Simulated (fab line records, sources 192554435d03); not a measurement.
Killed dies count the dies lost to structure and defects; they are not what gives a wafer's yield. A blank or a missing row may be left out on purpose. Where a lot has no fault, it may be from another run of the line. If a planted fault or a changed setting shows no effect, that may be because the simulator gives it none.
The tool behind it: which one?    flow n5Finfet    27 wafers from 9 lots sampled at 5 of the route's 1938 steps

## WHAT THE GAUGES SHOWED, per wafer
N5_BEOL_M1_THK_MEAS_53: measures by xrf. Usual: M1_THK gives 40.9 nm (standard deviation 1.5).
lot   measured      on            M1_THK (nm)     flag
L692  day 6 23:43   filmMetro-01  40.7 40.8 43.1  
L693  day 7 13:11   filmMetro-02  39.8 41.0 41.6  
L700  day 9 07:37   filmMetro-01  40.6 39.4 40.3  
L699  day 9 11:53   filmMetro-02  39.8 42.3 41.6  
L702  day 9 15:28   filmMetro-01  41.0 43.4 43.7  
L703  day 9 19:33   filmMetro-02  39.9 42.7 42.0  
L704  day 9 23:18   filmMetro-02  39.3 40.1 40.0  
L711  day 11 16:40  filmMetro-02  39.8 38.8 40.4  
L713  day 12 06:28  filmMetro-02  40.8 41.2 43.4  

N5_BEOL_M4_RC_MEAS_101. Usual: DIBL_N 36.3 mV/V, standard deviation 1.2; DIBL_P 36.7 mV/V, standard deviation 1.5; IOFF_N 0.164 nA/um, standard deviation 0.02; IOFF_P 0.214 nA/um, standard deviation 0.024; ION_N 673 uA/um, standard deviation 8.5; ION_P 461 uA/um, standard deviation 5.9; SS_N 71.6 mV/dec, standard deviation 0.44; SS_P 73.3 mV/dec, standard deviation 0.55; VT_N 249.4 mV, standard deviation 2.4; VT_P -250.0 mV, standard deviation 2.3.
lot   measured      on         DIBL_N (mV/V)   DIBL_P (mV/V)   IOFF_N (nA/um)     IOFF_P (nA/um)     ION_N (uA/um)  ION_P (uA/um)  SS_N (mV/dec)   SS_P (mV/dec)   VT_N (mV)          VT_P (mV)             flag
L692  day 8 04:02   prober-02  36.6 36.5 37.0  35.3 34.2 35.8  0.157 0.150 0.172  0.211 0.201 0.227  666 667 672    463 459 464    71.3 72.1 71.7  72.8 73.1 73.0  249.4 252.6 248.8  -248.3 -251.7 -248.0  
L693  day 9 02:45   prober-01  35.1 34.0 35.6  36.3 34.5 37.5  0.140 0.123 0.162  0.184 0.166 0.199  657 662 678    452 454 459    71.0 71.6 71.6  72.7 72.7 73.4  250.2 251.7 249.5  -253.4 -255.6 -253.3  
L700  day 10 16:14  prober-01  36.3 36.8 36.5  37.8 38.2 37.6  0.171 0.169 0.159  0.235 0.243 0.227  689 678 676    472 466 464    71.7 71.7 71.7  73.8 72.6 73.7  245.1 248.6 250.6  -249.2 -249.1 -249.4  
L699  day 10 18:01  prober-01  36.1 35.7 37.2  37.7 37.2 39.5  0.172 0.164 0.199  0.219 0.210 0.248  683 677 689    464 464 465    71.6 72.1 72.6  73.4 73.6 75.0  248.2 248.6 244.6  -248.6 -251.2 -247.5  
L702  day 10 17:22  prober-02  38.5 36.8 35.9  39.1 37.5 35.4  0.217 0.172 0.151  0.266 0.242 0.201  692 673 667    470 459 456    72.3 72.2 71.6  74.8 74.5 73.4  247.0 250.8 251.7  -248.6 -247.8 -251.3  
L703  day 11 07:54  prober-02  37.8 36.2 37.2  36.6 35.0 35.5  0.164 0.148 0.161  0.201 0.183 0.202  673 663 663    456 451 451    71.4 71.5 72.0  73.5 73.3 73.1  248.8 250.9 250.2  -251.1 -253.0 -249.0  
L704  day 11 14:11  prober-02  36.5 37.9 38.2  37.6 39.0 39.6  0.160 0.177 0.188  0.190 0.217 0.213  662 671 659    452 462 452    71.1 71.5 72.3  73.3 73.3 73.2  250.8 249.7 244.9  -252.2 -253.4 -249.8  
L711  day 12 22:19  prober-02  38.6 36.9 39.0  37.3 36.2 37.4  0.201 0.162 0.196  0.240 0.213 0.229  679 664 666    465 454 460    71.2 70.9 71.8  73.5 73.0 73.7  245.6 249.2 246.6  -246.5 -248.0 -249.1  
L713  day 13 14:47  prober-02  38.4 39.1 37.7  38.8 39.1 37.5  0.186 0.205 0.175  0.236 0.240 0.207  677 685 684    466 467 463    71.4 72.2 71.6  73.5 73.5 72.5  249.3 246.7 248.6  -249.4 -248.1 -252.9  

## EACH LOT AND THE TOOL THAT RAN IT (in order: tool; ch and the chambers of the sampled wafers; start)
lot   N5_BEOL_M1_ANNEAL_93         N5_BEOL_M1_CMP_52              N5_BEOL_M2_COAT_62
L692  pvdSputter-02, day 6 21:58   cmp-03 ch 1,2, day 6 23:26     lithoTrack-03 ch 0, day 7 00:32
L693  pvdSputter-03, day 7 12:02   cmp-03 ch 2,3, day 7 12:56     lithoTrack-02 ch 0, day 7 14:29
L700  pvdSputter-02, day 9 06:28   cmp-03 ch 0,1,3, day 9 07:23   lithoTrack-03 ch 0, day 9 08:37
L699  pvdSputter-01, day 9 10:44   cmp-02 ch 1,3, day 9 11:35     lithoTrack-04 ch 0, day 9 12:52
L702  pvdSputter-01, day 9 14:19   cmp-04 ch 0,1, day 9 15:10     lithoTrack-03 ch 0, day 9 16:11
L703  pvdSputter-02, day 9 18:21   cmp-02 ch 0,1,2, day 9 19:17   lithoTrack-04 ch 0, day 9 22:42
L704  pvdSputter-02, day 9 22:02   cmp-03 ch 1,2,3, day 9 23:00   lithoTrack-04 ch 0, day 10 01:47
L711  pvdSputter-01, day 11 15:08  cmp-02 ch 1,3, day 11 16:22    lithoTrack-02 ch 0, day 11 18:45
L713  pvdSputter-01, day 12 05:19  cmp-02 ch 0,1,2, day 12 06:15  lithoTrack-02 ch 0, day 12 09:09
- N5_BEOL_M1_ANNEAL_93: time 240 s.
- N5_BEOL_M1_CMP_52: polishes, stops on SiOC, t overpolish 6.8 s, target thk 40 nm.
- N5_BEOL_M2_COAT_62: time 60 s, resist thk 12 nm.

## WHAT THE TOOLS THEMSELVES READ (means of the sampled wafers that have a number; where no wafer has one, the mark that the record gives instead)
N5_BEOL_M1_ANNEAL_93. Usual: heaterPowerW 821 W, standard deviation 58; susceptorTempC 399.99 C, standard deviation 0.22.
lot   tool           heaterPowerW (W)  susceptorTempC (C)  flag
L692  pvdSputter-02  834               400.39              
L693  pvdSputter-03  762               400.03              
L700  pvdSputter-02  836               400.09              
L699  pvdSputter-01  787               400.07              
L702  pvdSputter-01  711               399.97              
L703  pvdSputter-02  859               399.77              
L704  pvdSputter-02  852               400.13              
L711  pvdSputter-01  788               399.88              
L713  pvdSputter-01  780               399.79              

N5_BEOL_M1_CMP_52. Usual: barrierFieldEndpointS 24.7 s, standard deviation 0.58; edgeZonePressureFrac 1.000, standard deviation 0.0054; motorCurrentA 6.0 A, standard deviation 0.71; overpolishRunS 6.799 s, standard deviation 0.0082; slurryFilterDpKPa 13.51 kPa, standard deviation 0.15; timeToEndpointS 62.4 s, standard deviation 2.8.
lot   tool    barrierFieldEndpointS (s)  edgeZonePressureFrac  motorCurrentA (A)  overpolishRunS (s)  slurryFilterDpKPa (kPa)  timeToEndpointS (s)  flag
L692  cmp-03  24.8                       1.000                 5.3                6.790               13.55                    59.0                 
L693  cmp-03  24.8                       0.998                 5.8                6.793               13.35                    61.2                 
L700  cmp-03  24.8                       1.003                 6.2                6.794               13.47                    60.1                 
L699  cmp-02  24.7                       0.998                 6.4                6.799               13.40                    63.0                 
L702  cmp-04  25.1                       1.000                 6.5                6.801               13.47                    60.3                 
L703  cmp-02  24.2                       1.000                 5.6                6.795               13.54                    63.3                 
L704  cmp-03  25.1                       0.994                 5.6                6.802               13.54                    65.9                 
L711  cmp-02  24.9                       1.002                 6.7                6.797               13.55                    62.1                 
L713  cmp-02  24.8                       0.996                 5.7                6.813               13.63                    63.0                 

N5_BEOL_M2_COAT_62. Usual: chillPlateTempC 23.02 C, standard deviation 0.1; plateTempC 220.00 C, standard deviation 0.17; resistLineTempC 23.00 C, standard deviation 0.11; spinSpeedRpm 1500.0 rpm, standard deviation 1.
lot   tool           chillPlateTempC (C)  plateTempC (C)  resistLineTempC (C)  spinSpeedRpm (rpm)  flag
L692  lithoTrack-03  23.02                219.80          23.07                1500.7              
L693  lithoTrack-02  23.01                219.92          22.90                1500.0              
L700  lithoTrack-03  23.09                220.07          23.05                1449.5              OFF
L699  lithoTrack-04  22.99                219.82          23.01                1500.0              
L702  lithoTrack-03  23.05                219.80          22.98                1449.4              OFF
L703  lithoTrack-04  22.98                220.10          22.99                1500.3              
L704  lithoTrack-04  22.99                219.77          23.10                1499.4              
L711  lithoTrack-02  23.07                220.23          22.90                1500.7              
L713  lithoTrack-02  22.92                219.90          22.91                1499.8              

## THE ANSWER, worked out from the rows above alone
Rule: a lot is off if the mean of its wafers that have a number lies more than 3 standard deviations from the usual mean. A lot without any number at a reading at which 4 lots or more have one is off too. All remaining lots with rows at the step are treated as sound. After the gauges, taken in route order, come the tools' own readings; for these a lot's mean is taken, as printed above. The first step at which some lot is off is used, and at that step the reading that is off furthest; a lot without a number counts as furthest.
Off: L700, L702, at N5_BEOL_M2_COAT_62 (spinSpeedRpm).
A tool fits if, at that step or a process step before it, it ran every lot that is off, and no sound lot after the first of them. One fits: lithoTrack-03 at N5_BEOL_M2_COAT_62. A fault onset in the window from L692 (day 7 00:32, its last sound lot) to L700 (day 9 08:37, its first lot off) fits.
The tool's own readings at N5_BEOL_M2_COAT_62 bear it out: on the lots that are off they differ by more than 5 times the standard deviation of the sound lots' means. spinSpeedRpm reads 1449.5 rpm there against 1500.1 rpm on the sound lots.

## WHAT THE SIMULATOR HAD INSERTED
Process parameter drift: lithoTrack-03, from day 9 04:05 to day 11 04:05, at N5_BEOL_M2_COAT_62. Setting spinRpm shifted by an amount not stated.
Shown lots that were struck: L700, L702. The rule above found the same.
